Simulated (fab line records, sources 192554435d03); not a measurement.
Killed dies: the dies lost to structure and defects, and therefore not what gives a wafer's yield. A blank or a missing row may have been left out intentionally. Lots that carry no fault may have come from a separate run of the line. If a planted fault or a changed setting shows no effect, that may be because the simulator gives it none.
fab line records	flow n5_finfet	part 1 of 2: steps 1 to 4 of 6
record lots=22	wafers=66	last_day=18
route steps=1938 shown MOL_CONTACT_COAG@580 BEOL_M0_SAQP@636
lots untouched by any fault: they come from a run of this same line in which no faults occurred
start_h: the number of hours between the record's first day and the start of the first shown wafer of the lot	wait_h: time in hours since the lot's previous step	" as in the row above	L1.1+2: one row covering several wafers at once	- no value present, or no start provided	* or withheld: withheld	< > ~ a bound
route shown NAME@n: a module of which the file shows steps, and the number in the route of the first	usual: the fault-free wafers' mean and standard deviation	same: alike in all rows	chamber/n: place in a boat	sites: per-site readings	_std_site: how widely they spread, as a standard deviation	_edge_site: the outer-site mean with the inner-site mean subtracted	radius_mm: how far each site lies from the wafer's centre	mask NAME#n: copy n	behind: the last tool/chamber to shape the wafer	hold: cause of the lot's hold/its duration in hours/its outcome	device: whichever transistor did not switch (one of n, p or np)	end of line: the same wafers' tests at the end of the route	a step without rows: its recipe alone	killed: the dies lost at the first sort to structure and to defects; this is not the yield of the wafer	map: the dies of a wafer, with x for killed, . for not killed, _ for no die there
set.NAME: the setting the step ran with; set.NAME@STEP: the setting that earlier step ran with	model.NAME: the simulator's own value behind a step, which no gauge read
the route's steps for a sample of lots (tables are steps, rows are wafers)
services: the hour from which a tool's chamber was out of use, counted from the record's first day as start_h (under 0 if before that day), plus the number of hours and why
## steps
# step N5_MOL_CONTACT_COAG_ETCHBACK_132
# recipe chemistry=CHF3	target=SiO2	target_depth_a=100	time_s=6.7	ion_energy_ev=200	pressure_mtorr=30	source_w=610	bias_w=170	Ar_flow_sccm=200	CHF3_flow_sccm=50
# usual drypump_motor_current_A=5.67/0.29	oes_product_au=0.84/0.091	rf_vpp_V=524/13	showerhead_plenum_p_Torr=2.37/0.083	throttle_valve_pct=18.59/0.27
lot.wafer	tool	chamber	start_h	wait_h	drypump_motor_current_A	oes_product_au	rf_hours_counter_h	rf_vpp_V	showerhead_plenum_p_Torr	throttle_valve_pct
L074.3	rie_diel-06	2	103.05	0.1	5.12	0.96	9	538	2.42	18.54
L074.5	"	1	"	"	5.95	0.94	-	519	2.54	18.37
L074.6	"	3	"	"	5.26	0.88	-	552	2.36	19.10
L075.1	rie_diel-02	3	111.02	0.1	6.08	0.73	159	522	2.35	18.41
L075.3	"	0	"	"	5.98	0.89	46	538	2.41	18.70
L075.5	"	1	"	"	5.57	0.69	-	506	2.25	18.81
L076.2	rie_diel-02	1	111.69	0.1	5.57	0.70	255	505	2.25	18.83
L076.4	"	3	"	"	6.12	0.74	-	522	2.35	18.42
L076.5	"	0	"	"	5.95	0.89	-	539	2.41	18.70
L077.1	rie_diel-02	0	125.53	0.1	5.95	0.88	52	537	2.41	18.72
L077.4	"	2	"	"	5.35	0.97	-	520	2.31	18.10
L077.5	"	3	"	"	6.12	0.73	-	521	2.35	18.42
L078.4	rie_diel-02	0	126.82	0.1	5.98	0.88	-	538	2.41	18.71
L078.5	"	3	"	"	6.11	0.73	-	521	2.35	18.43
L078.6	"	2	"	"	5.37	0.96	-	519	2.31	18.10
L079.4	rie_diel-06	3	132.52	0.2	5.29	0.85	51	551	2.35	19.12
L079.5	"	2	"	"	5.13	0.92	-	538	2.42	18.56
L079.6	"	3	"	"	5.29	0.86	-	551	2.35	19.10
L080.2	rie_diel-06	3	137.62	0.1	5.27	0.86	53	550	2.35	19.12
L080.3	"	1	"	"	5.97	0.92	38	519	2.53	18.40
L080.6	"	3	"	"	5.29	0.85	-	552	2.35	19.11
L081.2	rie_diel-06	1	144.38	0.5	5.98	0.92	40	519	2.53	18.40
L081.3	"	0	"	"	5.71	0.74	152	502	2.27	18.98
L081.5	"	0	"	"	5.72	0.74	-	502	2.27	18.98
L082.2	rie_diel-01	3	147.60	0.1	5.47	0.67	240	515	2.25	18.62
L082.3	"	2	"	"	5.84	0.76	117	510	2.31	18.57
L082.4	"	1	"	"	5.51	0.66	-	525	2.42	18.76
L083.2	rie_diel-06	2	154.88	0.1	5.15	0.92	25	538	2.41	18.58
L083.4	"	3	"	"	5.27	0.85	58	552	2.35	19.14
L083.6	"	0	"	"	5.70	0.74	-	502	2.27	18.97
L084.1	rie_diel-02	2	160.78	0.1	5.36	0.92	17	520	2.30	18.14
L084.2	"	3	"	"	6.13	0.72	179	522	2.34	18.45
L084.3	"	0	"	"	5.96	0.87	66	538	2.41	18.74
L087.1	rie_diel-01	2	179.66	0.1	5.83	0.76	130	510	2.31	18.57
L087.2	"	0	"	"	5.67	0.86	53	520	2.32	18.71
L087.3	"	1	"	"	5.53	0.98	4	525	2.41	18.35
L088.2	rie_diel-01	0	183.63	0.6	5.71	0.86	55	522	2.32	18.72
L088.3	"	2	"	"	5.86	0.75	132	512	2.31	18.57
L088.6	"	1	"	"	5.53	0.97	-	526	2.41	18.35
L089.1	rie_diel-06	1	193.77	0.1	5.98	0.89	55	518	2.52	18.42
L089.2	"	3	"	"	5.26	0.83	70	553	2.35	19.14
L089.5	"	0	"	"	5.71	0.73	-	502	2.26	18.98
L090.3	rie_diel-02	2	197.11	0.1	5.36	0.86	32	519	2.30	18.15
L090.5	"	3	"	"	6.09	0.71	-	522	2.34	18.48
L090.6	"	0	"	"	5.96	0.86	-	537	2.40	18.75
L091.1	rie_diel-06	2	206.23	0.1	5.13	0.90	42	538	2.41	18.60
L091.3	"	0	"	"	5.70	0.73	171	502	2.26	19.00
L091.5	"	3	"	"	5.25	0.83	-	551	2.35	19.14
L092.3	rie_diel-01	0	210.61	0.2	5.70	0.84	63	522	2.32	18.75
L092.4	"	2	"	"	5.82	0.75	141	511	2.30	18.58
L092.5	"	1	"	"	5.54	0.94	-	527	2.41	18.39
L093.1	rie_diel-02	3	215.35	0.1	6.09	0.70	199	522	2.33	18.48
L093.3	"	0	"	"	5.98	0.85	86	537	2.40	18.76
L093.4	"	2	"	"	5.34	0.87	37	518	2.29	18.15
L094.1	rie_diel-01	3	225.32	0.1	5.52	0.95	12	527	2.53	18.23
L094.4	"	0	"	"	5.70	0.83	68	521	2.32	18.74
L094.5	"	2	"	"	5.84	0.75	-	511	2.30	18.61
L095.2	rie_diel-01	1	226.85	0.1	5.54	0.92	21	524	2.41	18.37
L095.5	"	1	"	"	5.51	0.92	-	525	2.41	18.37
L095.6	"	0	"	"	5.69	0.84	-	523	2.32	18.75
L097.3	rie_diel-02	0	236.53	0.2	5.95	0.83	94	540	2.40	18.79
L097.5	"	2	"	"	5.36	0.87	-	519	2.29	18.16
L097.6	"	3	"	"	6.10	0.69	-	522	2.33	18.50
L096.2	rie_diel-01	3	236.76	0.1	5.50	0.95	15	526	2.53	18.22
L096.3	"	2	"	"	5.80	0.74	150	512	2.30	18.61
L096.5	"	0	"	"	5.70	0.84	-	521	2.31	18.75
# step N5_MOL_CONTACT_COAG_ALD_133
# recipe material=SiO2	target_thk_a=50	temp_c=100	ald_precursor_family=BDEAS	ald_co_reactant=O2-plasma	pulse_time_s=1	co_reactant_pulse_time_s=1	purge_time_s=2	co_reactant_purge_time_s=2	ald_cycles=35	pressure_torr=2
# usual heater_power_w=81/8.8	precursor_pulse_height_rel=1.001/0.021
# same purge_time_s=2
lot.wafer	tool	chamber	start_h	wait_h	heater_power_w	precursor_pulse_height_rel
L074.3	ald_sin-01	2	104.13	0.1	75	1.010
L074.5	"	1	"	"	88	1.022
L074.6	"	0	"	"	100	0.987
L075.1	ald_sin-03	0	112.22	0.1	81	0.985
L075.3	"	3	"	"	89	0.980
L075.5	"	0	"	"	82	1.035
L076.2	ald_sin-02	0	113.03	0.3	65	1.019
L076.4	"	2	"	"	76	1.004
L076.5	"	3	"	"	76	1.000
L077.1	ald_sin-02	3	126.60	0.1	79	1.004
L077.4	"	1	"	"	80	1.026
L077.5	"	3	"	"	78	1.010
L078.4	ald_sin-02	1	128.03	0.0	79	0.972
L078.5	"	0	"	"	65	1.005
L078.6	"	3	"	"	77	1.010
L079.4	ald_sin-02	2	134.12	0.1	75	1.036
L079.5	"	1	"	"	79	1.034
L079.6	"	0	"	"	67	1.010
L080.2	ald_sin-01	3	138.94	0.3	91	1.022
L080.3	"	2	"	"	77	0.993
L080.6	"	1	"	"	93	1.000
L081.2	ald_sin-03	2	145.55	0.1	73	1.022
L081.3	"	0	"	"	82	0.993
L081.5	"	0	"	"	82	0.950
L082.2	ald_sin-03	2	148.67	0.1	72	1.008
L082.3	"	3	"	"	88	1.036
L082.4	"	3	"	"	91	0.997
L083.2	ald_sin-03	2	156.19	0.3	77	0.993
L083.4	"	0	"	"	82	0.946
L083.6	"	2	"	"	73	1.033
L084.1	ald_sin-02	3	161.97	0.1	77	1.039
L084.2	"	1	"	"	80	1.005
L084.3	"	0	"	"	66	0.971
L087.1	ald_sin-02	3	181.14	0.5	79	1.017
L087.2	"	2	"	"	77	1.016
L087.3	"	0	"	"	66	0.989
L088.2	ald_sin-03	2	185.11	0.2	71	0.994
L088.3	"	3	"	"	88	1.020
L088.6	"	0	"	"	81	1.029
L089.1	ald_sin-02	2	195.12	0.3	75	0.985
L089.2	"	3	"	"	76	0.971
L089.5	"	3	"	"	79	0.990
L090.3	ald_sin-01	3	198.39	0.1	86	1.010
L090.5	"	2	"	"	74	1.028
L090.6	"	1	"	"	87	0.990
L091.1	ald_sin-03	2	207.77	0.5	73	1.003
L091.3	"	1	"	"	82	0.975
L091.5	"	3	"	"	92	1.030
L092.3	ald_sin-01	1	212.27	0.3	87	1.005
L092.4	"	3	"	"	86	1.008
L092.5	"	0	"	"	98	0.992
L093.1	ald_sin-01	2	216.54	0.1	76	0.994
L093.3	"	3	"	"	82	1.010
L093.4	"	0	"	"	100	0.968
L094.1	ald_sin-02	0	226.52	0.1	67	0.990
L094.4	"	3	"	"	78	1.020
L094.5	"	0	"	"	67	0.974
L095.2	ald_sin-02	0	228.31	0.1	66	1.030
L095.5	"	0	"	"	66	1.007
L095.6	"	3	"	"	77	0.975
L097.3	ald_sin-01	3	237.95	0.1	86	1.001
L097.5	"	2	"	"	77	0.956
L097.6	"	3	"	"	87	1.010
L096.2	ald_sin-01	3	238.10	0.2	87	1.004
L096.3	"	0	"	"	102	1.016
L096.5	"	2	"	"	75	1.006
# step N5_MOL_CONTACT_COAG_ETCH_67
# recipe chemistry=N2/H2	target=SOC	target_depth_a=600	overetch_a=210	mask_material=SiARC	temp_c=40	time_s=101.2	ion_energy_ev=200	pressure_mtorr=30	source_w=840	bias_w=150	n2_flow_sccm=200	h2_flow_sccm=200
# usual drypump_motor_current_A=5.6/0.31	oes_product_au=0.69/0.066	rf_vpp_V=523.9/2.7	showerhead_plenum_p_Torr=2.55/0.099	throttle_valve_pct=17.77/0.27
lot.wafer	tool	chamber	start_h	wait_h	drypump_motor_current_A	oes_product_au	rf_hours_counter_h	rf_vpp_V	showerhead_plenum_p_Torr	throttle_valve_pct
L074.3	rie_diel-06	2	104.34	0.0	5.1	0.79	10	526.4	2.58	17.60
L074.5	"	1	"	"	6.0	0.77	-	527.2	2.70	17.41
L074.6	"	3	"	"	5.3	0.73	-	522.6	2.48	18.03
L075.1	rie_diel-06	2	112.43	0.0	5.2	0.78	12	524.5	2.58	17.61
L075.3	"	0	"	"	5.7	0.63	143	520.4	2.43	18.08
L075.5	"	1	"	"	6.0	0.77	-	529.1	2.70	17.41
L076.2	rie_diel-02	1	113.24	0.0	5.6	0.59	255	519.0	2.41	17.95
L076.4	"	3	"	"	6.1	0.62	-	524.3	2.52	17.46
L076.5	"	1	"	"	5.6	0.58	-	519.1	2.41	17.96
L077.1	rie_diel-01	1	126.82	0.0	5.5	0.58	240	526.2	2.66	18.33
L077.4	"	0	"	"	5.7	0.71	36	522.4	2.52	18.00
L077.5	"	1	"	"	5.6	0.57	-	524.9	2.66	18.33
L078.4	rie_diel-02	0	128.28	0.0	6.0	0.72	-	523.5	2.61	17.94
L078.5	"	2	"	"	5.3	0.79	-	521.4	2.52	17.45
L078.6	"	3	"	"	6.1	0.62	-	523.4	2.52	17.47
L079.4	rie_diel-06	2	134.34	0.0	5.1	0.77	19	526.8	2.57	17.62
L079.5	"	0	"	"	5.7	0.62	-	521.3	2.43	18.12
L079.6	"	1	"	"	6.0	0.75	-	527.4	2.70	17.42
L080.2	rie_diel-06	3	139.42	0.0	5.2	0.73	54	522.3	2.47	18.04
L080.3	"	2	"	"	5.2	0.76	21	525.1	2.57	17.61
L080.6	"	1	"	"	6.0	0.75	-	528.6	2.70	17.41
L081.2	rie_diel-01	3	145.76	0.0	5.5	0.57	239	521.6	2.40	17.66
L081.3	"	2	"	"	5.8	0.66	116	520.8	2.45	17.69
L081.5	"	2	"	"	5.9	0.66	-	522.3	2.45	17.69
L082.2	rie_diel-06	0	148.90	0.0	5.7	0.62	153	521.6	2.43	18.11
L082.3	"	3	"	"	5.3	0.73	57	520.9	2.47	18.06
L082.4	"	2	"	"	5.1	0.75	24	524.5	2.57	17.63
L083.2	rie_diel-01	0	156.41	0.0	5.7	0.71	43	521.9	2.51	18.01
L083.4	"	0	"	"	5.7	0.71	-	522.7	2.51	17.99
L083.6	"	2	"	"	5.8	0.66	-	521.8	2.44	17.70
L084.1	rie_diel-06	2	162.18	0.0	5.2	0.75	29	524.6	2.57	17.64
L084.2	"	3	"	"	5.3	0.72	62	524.1	2.47	18.07
L084.3	"	1	"	"	6.0	0.74	46	528.1	2.69	17.42
L087.1	rie_diel-06	3	181.36	0.0	5.3	0.72	67	521.7	2.47	18.07
L087.2	"	2	"	"	5.1	0.74	35	525.8	2.57	17.64
L087.3	"	0	"	"	5.7	0.62	163	520.7	2.43	18.14
L088.2	rie_diel-02	1	185.33	0.0	5.6	0.78	18	529.1	2.72	17.50
L088.3	"	2	"	"	5.4	0.74	27	523.7	2.51	17.50
L088.6	"	2	"	"	5.4	0.74	-	522.2	2.51	17.49
L089.1	rie_diel-02	0	195.33	0.0	6.0	0.70	79	523.2	2.60	17.99
L089.2	"	1	"	"	5.6	0.77	22	529.7	2.72	17.51
L089.5	"	2	"	"	5.4	0.74	-	521.7	2.51	17.50
L090.3	rie_diel-02	2	198.60	0.0	5.4	0.74	32	523.8	2.51	17.50
L090.5	"	1	"	"	5.5	0.77	-	529.6	2.72	17.52
L090.6	"	2	"	"	5.4	0.73	-	522.6	2.51	17.49
L091.1	rie_diel-06	2	207.98	0.0	5.1	0.73	42	525.4	2.56	17.67
L091.3	"	1	"	"	6.0	0.72	59	527.4	2.69	17.46
L091.5	"	2	"	"	5.1	0.73	-	525.5	2.56	17.66
L092.3	rie_diel-02	1	212.49	0.0	5.5	0.75	28	527.6	2.72	17.51
L092.4	"	3	"	"	6.1	0.60	198	523.5	2.50	17.52
L092.5	"	0	"	"	6.0	0.69	-	527.2	2.59	17.98
L093.1	rie_diel-06	1	216.75	0.0	6.0	0.72	62	528.2	2.69	17.46
L093.3	"	2	"	"	5.2	0.74	45	524.7	2.56	17.66
L093.4	"	3	"	"	5.3	0.71	78	520.5	2.46	18.10
L094.1	rie_diel-02	2	226.73	0.0	5.3	0.72	41	524.1	2.51	17.53
L094.4	"	3	"	"	6.1	0.59	202	524.1	2.50	17.53
L094.5	"	1	"	"	5.6	0.75	-	527.5	2.72	17.54
L095.2	rie_diel-06	2	228.53	0.0	5.2	0.72	50	522.8	2.56	17.65
L095.5	"	3	"	"	5.3	0.70	-	521.6	2.46	18.10
L095.6	"	0	"	"	5.7	0.61	-	520.2	2.42	18.15
L097.3	rie_diel-06	2	238.16	0.0	5.1	0.72	53	524.7	2.56	17.67
L097.5	"	0	"	"	5.7	0.61	-	520.9	2.42	18.16
L097.6	"	3	"	"	5.3	0.69	-	522.5	2.46	18.10
L096.2	rie_diel-02	2	238.45	0.0	5.4	0.72	42	521.0	2.51	17.51
L096.3	"	1	"	"	5.6	0.74	38	527.7	2.72	17.53
L096.5	"	0	"	"	6.0	0.68	-	525.2	2.59	18.01
# step N5_MOL_CONTACT_COAG_ETCHBACK_136
# recipe chemistry=CHF3	target=SiO2	target_depth_a=250	time_s=16.7	ion_energy_ev=200	pressure_mtorr=30	source_w=610	bias_w=170	Ar_flow_sccm=200	CHF3_flow_sccm=50
# usual drypump_motor_current_A=5.6/0.31	oes_product_au=0.83/0.088	rf_vpp_V=525/14	showerhead_plenum_p_Torr=2.38/0.089	throttle_valve_pct=18.64/0.28
lot.wafer	tool	chamber	start_h	wait_h	drypump_motor_current_A	oes_product_au	rf_hours_counter_h	rf_vpp_V	showerhead_plenum_p_Torr	throttle_valve_pct
L074.3	rie_diel-06	2	104.43	0.0	5.1	0.96	10	539	2.42	18.56
L074.5	"	1	"	"	6.0	0.93	-	518	2.54	18.38
L074.6	"	3	"	"	5.3	0.89	-	551	2.36	19.11
L075.1	rie_diel-06	2	112.52	0.0	5.1	0.94	12	537	2.42	18.56
L075.3	"	0	"	"	5.7	0.74	143	501	2.27	18.96
L075.5	"	1	"	"	6.0	0.93	-	519	2.53	18.40
L076.2	rie_diel-02	1	113.33	0.0	5.6	0.69	255	507	2.25	18.81
L076.4	"	3	"	"	6.1	0.74	-	522	2.35	18.41
L076.5	"	1	"	"	5.6	0.69	-	506	2.25	18.82
L077.1	rie_diel-01	1	126.91	0.0	5.5	0.69	240	525	2.42	18.74
L077.4	"	0	"	"	5.7	0.90	36	524	2.33	18.70
L077.5	"	1	"	"	5.5	0.67	-	525	2.42	18.74
L078.4	rie_diel-02	0	128.35	0.0	6.0	0.88	-	538	2.41	18.71
L078.5	"	2	"	"	5.3	0.96	-	522	2.31	18.11
L078.6	"	3	"	"	6.1	0.74	-	523	2.35	18.43
L079.4	rie_diel-06	2	134.43	0.0	5.1	0.93	19	538	2.41	18.56
L079.5	"	0	"	"	5.7	0.74	-	503	2.27	18.97
L079.6	"	1	"	"	6.0	0.92	-	518	2.53	18.40
L080.2	rie_diel-06	3	139.51	0.0	5.2	0.86	54	552	2.35	19.13
L080.3	"	2	"	"	5.1	0.94	21	539	2.41	18.56
L080.6	"	1	"	"	6.0	0.91	-	518	2.53	18.40
L081.2	rie_diel-01	3	145.85	0.0	5.5	0.67	239	517	2.25	18.63
L081.3	"	2	"	"	5.9	0.77	116	511	2.31	18.55
L081.5	"	2	"	"	5.9	0.78	-	511	2.31	18.55
L082.2	rie_diel-06	0	148.99	0.0	5.7	0.73	153	502	2.27	18.97
L082.3	"	3	"	"	5.3	0.85	57	551	2.35	19.14
L082.4	"	2	"	"	5.2	0.91	24	539	2.41	18.57
L083.2	rie_diel-01	0	156.50	0.0	5.7	0.89	44	524	2.33	18.69
L083.4	"	0	"	"	5.7	0.87	-	523	2.33	18.70
L083.6	"	2	"	"	5.9	0.78	-	511	2.31	18.57
L084.1	rie_diel-06	2	162.27	0.0	5.1	0.91	29	538	2.41	18.59
L084.2	"	3	"	"	5.3	0.85	62	549	2.35	19.13
L084.3	"	1	"	"	6.0	0.91	46	519	2.53	18.41
L087.1	rie_diel-06	3	181.45	0.0	5.3	0.84	67	552	2.35	19.14
L087.2	"	2	"	"	5.1	0.91	35	538	2.41	18.60
L087.3	"	0	"	"	5.7	0.73	163	502	2.26	18.99
L088.2	rie_diel-02	1	185.42	0.0	5.6	0.91	18	514	2.53	18.38
L088.3	"	2	"	"	5.4	0.89	27	519	2.30	18.15
L088.6	"	2	"	"	5.4	0.90	-	519	2.30	18.14
L089.1	rie_diel-02	0	195.42	0.0	6.0	0.85	79	538	2.40	18.75
L089.2	"	1	"	"	5.6	0.90	22	514	2.53	18.39
L089.5	"	2	"	"	5.3	0.89	-	519	2.30	18.13
L090.3	rie_diel-02	2	198.69	0.0	5.4	0.87	32	520	2.30	18.14
L090.5	"	1	"	"	5.5	0.90	-	515	2.53	18.39
L090.6	"	2	"	"	5.4	0.87	-	520	2.30	18.16
L091.1	rie_diel-06	2	208.07	0.0	5.1	0.88	42	539	2.41	18.60
L091.3	"	1	"	"	6.0	0.88	59	519	2.52	18.43
L091.5	"	2	"	"	5.1	0.88	-	538	2.41	18.60
L092.3	rie_diel-02	1	212.58	0.0	5.6	0.90	28	516	2.53	18.42
L092.4	"	3	"	"	6.1	0.70	198	520	2.33	18.48
L092.5	"	0	"	"	6.0	0.85	-	539	2.40	18.75
L093.1	rie_diel-06	1	216.84	0.0	6.0	0.88	62	517	2.52	18.45
L093.3	"	2	"	"	5.2	0.88	45	538	2.40	18.61
L093.4	"	3	"	"	5.3	0.83	78	549	2.34	19.15
L094.1	rie_diel-02	2	226.82	0.0	5.4	0.86	41	521	2.29	18.16
L094.4	"	3	"	"	6.1	0.69	202	522	2.33	18.50
L094.5	"	1	"	"	5.5	0.88	-	513	2.53	18.42
L095.2	rie_diel-06	2	228.62	0.0	5.1	0.86	50	537	2.40	18.61
L095.5	"	3	"	"	5.3	0.82	-	550	2.34	19.16
L095.6	"	0	"	"	5.7	0.72	-	502	2.26	19.02
L097.3	rie_diel-06	2	238.25	0.0	5.2	0.85	53	539	2.40	18.61
L097.5	"	0	"	"	5.7	0.72	-	502	2.26	19.01
L097.6	"	3	"	"	5.3	0.83	-	551	2.34	19.17
L096.2	rie_diel-02	2	238.54	0.0	5.4	0.86	42	519	2.29	18.18
L096.3	"	1	"	"	5.6	0.88	38	515	2.52	18.42
L096.5	"	0	"	"	6.0	0.83	-	537	2.40	18.77
